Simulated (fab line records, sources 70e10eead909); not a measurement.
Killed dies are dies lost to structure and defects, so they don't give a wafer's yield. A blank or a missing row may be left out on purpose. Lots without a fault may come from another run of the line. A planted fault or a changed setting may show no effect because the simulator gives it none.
A struck lot beside a sound one | flow nand_harc | 22 steps out of a route of 1302
Sound: wafers L279.1, L279.5, L279.6. Struck: wafers L273.2, L273.3, L273.5. The cause comes at the end.
At each step with rows: each side's tool, then ch and its chambers, then its first start. Under that, the readings that differ: sound wafers | struck wafers | difference of the means | sigmas: that difference in standard deviations of wafers without a fault.
alike: readings whose means differ by less than 2 such deviations, and words and numbers that are the same on both sides. not compared: withheld readings, readings that some wafer has no value for, bounds like >300 that may hide the same value, and numbers for which the record gives no deviation and whose values overlap.
The two part at a step that has a row with sigmas, a row that says differs or no value, or rows on one side only. Numbers that don't overlap but have no deviation are shown without sigmas and don't part them. A reading that every wafer of one side lacks parts them only if that side has two wafers or more.

NHARC_A_M0_CMP_23: polishes, t overpolish 20 s, target thk 113.75 nm.
  sound on cmp-04 ch 2,3, day 31 19:49; struck on cmp-02 ch 1,2, day 28 00:55
  reading             | sound          | struck         | difference | sigmas
  motor_current_A (A) | 12.2 11.8 14.3 | 10.2 11.4 10.1 | -2.2       | -2
  alike: time_to_endpoint_s
NHARC_A_M0_THK_MEAS_24: measures by xrf.
  sound on film_metro-02, day 31 20:07; struck on film_metro-01, day 28 01:11
  alike: thk_nm
then, 1 step without rows for these wafers: NHARC_A_M0_SRD_25.
NHARC_A_M0_INSPECT_27:
  sound on defect_inspect-01, day 31 20:16; struck on defect_inspect-02, day 28 01:25
  alike: raw_defect_count
NHARC_A_M0_PRE_CLEAN_31: time 12 s.
  sound on pecvd-04 ch 0,1,2, day 31 20:25; struck on pecvd-01 ch 0,2, day 28 01:29
  alike: heater_power_w
NHARC_A_M0_DEP_32: deposits SiCN, target thk 30 nm.
  sound on pecvd-04 ch 0,1,2, day 31 20:32; struck on pecvd-01 ch 0,2, day 28 01:34
  alike: heater_power_w
then, 5 steps without rows for these wafers: NHARC_A_M1_DEP_00 (deposits SiOC, target thk 182.5 nm); NHARC_A_M1_DEHYDRATE_01 (time 120 s); NHARC_A_M1_HMDS_02 (time 30 s); NHARC_A_M1_COAT_34 (time 65 s); NHARC_A_M1_COAT_03 (resist thk 90 nm).
NHARC_A_M1_SOFTBAKE_04: time 55 s.
  sound on litho_track-04 ch 0, day 31 21:00; struck on litho_track-04 ch 0, day 28 02:00
  reading                  | sound                | struck               | difference | sigmas
  heater_power_total_W (W) | 188.40 188.25 188.44 | 203.62 203.54 203.84 | +15.30     | +99 or more
then, 4 steps without rows for these wafers: NHARC_A_M1_EBR_05; NHARC_A_M1_EXPOSE_06 (exposes mask A M1, target cd 120 nm); NHARC_A_M1_PEB_07 (peb time 65 s); NHARC_A_M1_DEVELOP_08 (develop time 35 s).
NHARC_A_M1_CD_MEAS_09: target cd 120 nm.
  sound on cd_sem-01 ch 0, day 31 21:36; struck on cd_sem-01 ch 0, day 28 02:48
  alike: cd_nm
NHARC_A_M1_OVL_MEAS_10: pitch 240 nm.
  sound on overlay-01, day 31 21:41; struck on overlay-01, day 28 02:53
  alike: overlay_x_nm, overlay_y_nm
NHARC_A_M1_INSPECT_11:
  sound on defect_inspect-01, day 31 21:44; struck on defect_inspect-02, day 28 02:56
  alike: raw_defect_count
NHARC_A_M1_DESCUM_14: chemistry O2, time 3 s.
  sound on rie_diel-06 ch 1,2, day 31 21:48; struck on rie_diel-06 ch 0,1, day 28 02:59
  alike: drypump_motor_current_A, oes_product_au, rf_vpp_V, showerhead_plenum_p_Torr, throttle_valve_pct
  not compared: rf_hours_counter_h, model.A_M1.cd_nm
NHARC_A_M1_ETCH_35: etches the open film in N2/H2, target depth 40 nm, overetch 12 nm, time 43.94 s.
  sound on rie_diel-06 ch 0,2,3, day 31 21:53; struck on rie_diel-06 ch 1,2,3, day 28 03:04
  alike: drypump_motor_current_A, oes_product_au, rf_vpp_V, showerhead_plenum_p_Torr, throttle_valve_pct
  not compared: rf_hours_counter_h
NHARC_END_SORT_01:
  the record has rows for the struck wafers here (prober-01 ch 0, day 29 22:47) and none for the sound ones

WHERE THEY PART
First at NHARC_A_M0_CMP_23; last, within this record, at NHARC_END_SORT_01.

WHY: what the simulator had put in
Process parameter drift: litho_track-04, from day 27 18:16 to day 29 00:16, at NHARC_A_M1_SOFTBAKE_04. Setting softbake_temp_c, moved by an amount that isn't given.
